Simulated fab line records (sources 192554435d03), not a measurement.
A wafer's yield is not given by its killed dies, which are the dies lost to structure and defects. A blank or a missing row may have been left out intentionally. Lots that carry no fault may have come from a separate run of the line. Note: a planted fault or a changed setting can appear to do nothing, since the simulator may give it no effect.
Matching of chambers + flow n5_finfet + cmp-01 running N5_MOL_CONTACT_COAG_CMP_52: 4 sister chambers
The step polishes, stops on SiO2, t overpolish 1.5 s, target thk 66.5 nm. 8 wafers are shown with their chamber, then 7 later ones without.

## WAFERS PAIRED WITH THEIR CHAMBERS
| wafer  | chamber | motor_current_A (A) | platen_rpm (rpm) |
|--------|---------|---------------------|------------------|
| L074.1 | 0       | 14.1                | 50.33            |
| L084.3 | 0       | 14.3                | 50.31            |
| L084.6 | 3       | 10.1                | 50.30            |
| L086.2 | 1       | 10.2                | 50.29            |
| L086.5 | 1       | 9.7                 | 50.26            |
| L086.6 | 2       | 13.4                | 50.26            |
| L087.3 | 3       | 10.4                | 50.35            |
| L087.5 | 2       | 13.4                | 50.32            |

## WAFERS WITHOUT THEIR CHAMBER
| wafer  | motor_current_A (A) | platen_rpm (rpm) |
|--------|---------------------|------------------|
| L087.6 | 10.5                | 50.35            |
| L088.1 | 10.9                | 50.27            |
| L088.3 | 13.9                | 50.27            |
| L088.4 | 10.0                | 50.29            |
| L096.2 | 10.0                | 50.29            |
| L096.4 | 13.7                | 50.39            |
| L096.6 | 10.1                | 50.32            |

## WHICH CHAMBER EACH ONE RAN IN
| wafer  | from the rows above     | in truth |
|--------|-------------------------|----------|
| L087.6 | 3                       | 3        |
| L088.1 | can't be placed: 3 or 1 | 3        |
| L088.3 | can't be placed: 0 or 2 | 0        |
| L088.4 | can't be placed: 1 or 3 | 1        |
| L096.2 | can't be placed: 1 or 3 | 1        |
| L096.4 | can't be placed: 0 or 2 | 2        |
| L096.6 | can't be placed: 3 or 1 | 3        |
1 of 7 placed correctly. From these rows, 6 cannot be placed; in 6 the true chamber is one of the candidates. Wrongly placed: 0.
How it was worked out, from the rows above alone: a wafer's distance from a chamber is the root of the sum, over the readings, of the square of ((its reading less the chamber's mean) divided by the reading's scatter). The wafer belongs to the nearest chamber; if the next one is less than 2 further off, it can't be placed. A chamber's mean is the mean of its shown wafers. The scatter is the square root of a quotient: the sum, over the shown wafers, of each reading's squared deviation from its chamber's mean, divided by wafers minus chambers.
